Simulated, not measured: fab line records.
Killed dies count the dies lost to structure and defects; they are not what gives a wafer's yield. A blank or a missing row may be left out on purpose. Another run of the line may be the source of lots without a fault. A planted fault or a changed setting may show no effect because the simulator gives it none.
Comparing a struck lot with a sound one    flow nand-harc    17 steps out of a route of 1302
Sound: the wafers L462.1, L462.2, L462.3. The struck wafers were L470.2, L470.4, L470.5. At the end, the cause is stated.
At each step with rows: each side's tool, then ch and its chambers, then its first start. Under that, the readings that differ: sound wafers    struck wafers    difference of the means    sigmas: that difference in standard deviations of wafers without a fault.
alike: readings with means less than 2 such deviations apart, plus words and numbers identical on both sides. not compared: withheld readings, readings lacking a value on some wafer, bounds such as >300 that could conceal the same value, and numbers that have no deviation in the record and whose values overlap.
Wherever a step has rows on one side only, a row that says differs or no value, or a row with sigmas, the two part there. Numbers that don't overlap but have no deviation are shown without sigmas and don't part them. Lack of a reading on every wafer of one side parts them only where that side has two or more wafers.

NHARC_P_M1_INSPECT_11:
  struck on defect-inspect-01, day 10 13:51; sound on defect-inspect-02, day 6 20:56
  alike: raw-defect-count
then, 1 step without rows for these wafers: NHARC_P_M1_DESCUM_14 (chemistry O2, time 3 s).
NHARC_P_M1_ETCH_35: etches the open film in N2/H2, target depth 40 nm, overetch 12 nm, time 43.94 s.
  sound on rie-diel-10 ch 1,2,3, day 6 21:05; struck on rie-diel-10 ch 1,2,3, day 10 14:00
  alike: drypump-motor-current-A, oes-product-au, rf-vpp-V, showerhead-plenum-p-Torr, throttle-valve-pct
  not compared: rf-hours-counter-h
then, 1 step without rows for these wafers: NHARC_P_M1_ETCH_15 (etches the open film in C4F8/Ar, target depth 182.5 nm, time 91.2 s).
NHARC_P_M1_CD_MEAS_16:
  struck on cd-sem-03, day 10 14:13; sound on cd-sem-01, day 6 21:19
  alike: cd-nm
NHARC_P_M1_STRIP_18: strips in N2/H2.
  sound on rie-diel-13 ch 0,1,2, day 6 21:23; struck on rie-diel-13 ch 1,2, day 10 14:17
  alike: drypump-motor-current-A, oes-product-au, rf-vpp-V, showerhead-plenum-p-Torr, throttle-valve-pct
  not compared: rf-hours-counter-h
then, 4 steps without rows for these wafers: NHARC_P_M1_ETCH_28 (etches the open film in CF4/N2, target depth 30 nm, time 72.99 s); NHARC_P_M1_STRIP_19 (strips in post etch residue remover, time 600 s); NHARC_P_M1_DEGAS_29 (time 60 s); NHARC_P_M1_PRE_CLEAN_30 (time 30 s).
NHARC_P_M1_PVD_20: deposits TaN, target thk 5 nm, time 8.06 s.
  sound on pvd-sputter-03; struck on pvd-sputter-03
  alike: throttle-valve-pct
NHARC_P_M1_PVD_21: deposits Cu, target thk 30 nm, time 20.49 s.
  sound on pvd-sputter-03; struck on pvd-sputter-03
  alike: throttle-valve-pct
NHARC_P_M1_ECD_22: material Cu, target thk 400 nm.
  sound on ecd-cu-02 ch 0,1, day 6 22:25; struck on ecd-cu-01 ch 0,1, day 10 15:50
NHARC_P_M1_ANNEAL_31: time 90 s.
  sound on rtp-anneal-01 ch 0, day 6 22:47; struck on rtp-anneal-01 ch 0, day 10 16:19
  alike: wafer_temp_C_max
NHARC_P_M1_CMP_23: polishes, t overpolish 20 s, target thk 157.82 nm.
  sound on cmp-03 ch 0,1,2, day 6 23:08; struck on cmp-03 ch 1,2, day 10 16:37
reading                 sound           struck          difference  sigmas
time-to-endpoint-s (s)  28.9 26.8 28.9  51.4 54.3 53.8  +25.0       +10
  alike: motor-current-A
NHARC_P_M1_THK_MEAS_24: measures by xrf.
  struck on film-metro-01, day 10 16:55; sound on film-metro-02, day 6 23:27
  alike: thk-nm
-- break in the record here, with 19 days between the starts of the struck wafers on either side (left off in module P_M1, picked up again in module END, where the first step shown is number 1302 on the route) --
NHARC_END_SORT_01:
  sound on prober-01 ch 0, day 24 19:17; struck on prober-02 ch 0, day 29 13:52
  alike: defect-limited-yield, killed-at-array, killed-at-other, killed-at-periphery, killed-dies, killed-open, killed-short, sort_bin_2_pct, sort_bin_3_pct, sort_bin_4_pct, sort-n-pass, sort-rim-yield-pct, sort-yield-pct

== WHERE THEY PART ==
At NHARC_P_M1_CMP_23 and nowhere else, as far as this record goes. Later steps at which nothing parts them and some readings are alike: NHARC_P_M1_THK_MEAS_24, NHARC_END_SORT_01.

WHY: what the simulator had put in
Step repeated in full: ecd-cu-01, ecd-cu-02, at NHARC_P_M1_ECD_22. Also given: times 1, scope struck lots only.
